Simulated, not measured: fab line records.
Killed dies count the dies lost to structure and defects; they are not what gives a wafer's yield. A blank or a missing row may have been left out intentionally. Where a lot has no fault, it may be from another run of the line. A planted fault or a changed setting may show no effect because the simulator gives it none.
Matching of chambers -- flow n5-finfet -- pecvd-02 running N5_BEOL_M5_PECVD_70: 3 sister chambers
The step deposits SiO2 from TEOS/O2, target thk 16 nm, time 18 s. 6 wafers are shown with their chamber, then 12 later ones without.

## WAFERS WITH THEIR CHAMBER
wafer,chamber,showerhead-plenum-p-Torr (Torr),throttle-valve-pct (%)
L084.1,1,8.78,25.3
L087.6,2,8.88,20.3
L089.2,2,8.87,20.1
L092.1,1,8.77,25.3
L092.3,0,8.70,22.2
L092.5,0,8.70,22.5

## WAFERS MISSING THEIR CHAMBER
wafer,showerhead-plenum-p-Torr (Torr),throttle-valve-pct (%)
L091.3,8.77,25.5
L091.4,8.85,20.5
L091.5,8.77,25.4
L093.3,8.85,20.6
L093.5,8.71,22.4
L093.6,8.86,20.3
L094.1,8.87,20.4
L094.2,8.73,22.4
L094.4,8.87,20.4
L097.2,8.72,22.3
L097.4,8.87,20.7
L097.6,8.71,22.5

## THE CHAMBER EACH PASSED THROUGH
wafer,from the rows above,in truth
L091.3,1,1
L091.4,2,2
L091.5,1,1
L093.3,2,2
L093.5,0,0
L093.6,2,2
L094.1,2,2
L094.2,0,0
L094.4,2,2
L097.2,0,0
L097.4,2,2
L097.6,0,0
Correctly placed: 12 of 12. Number that these rows cannot place: 0. Placed wrongly: 0.
How it was worked out, from the rows above alone: a wafer's distance from a chamber is the root of the sum, over the readings, of the square of ((its reading less the chamber's mean) divided by the reading's scatter). The wafer belongs to the nearest chamber; if the next one is less than 2 further off, it can't be placed. For every chamber, the mean is computed from those of its wafers that are shown. The scatter: take each reading less its chamber's mean, square it, sum over the shown wafers, divide by the number of wafers less the number of chambers, and take the root.
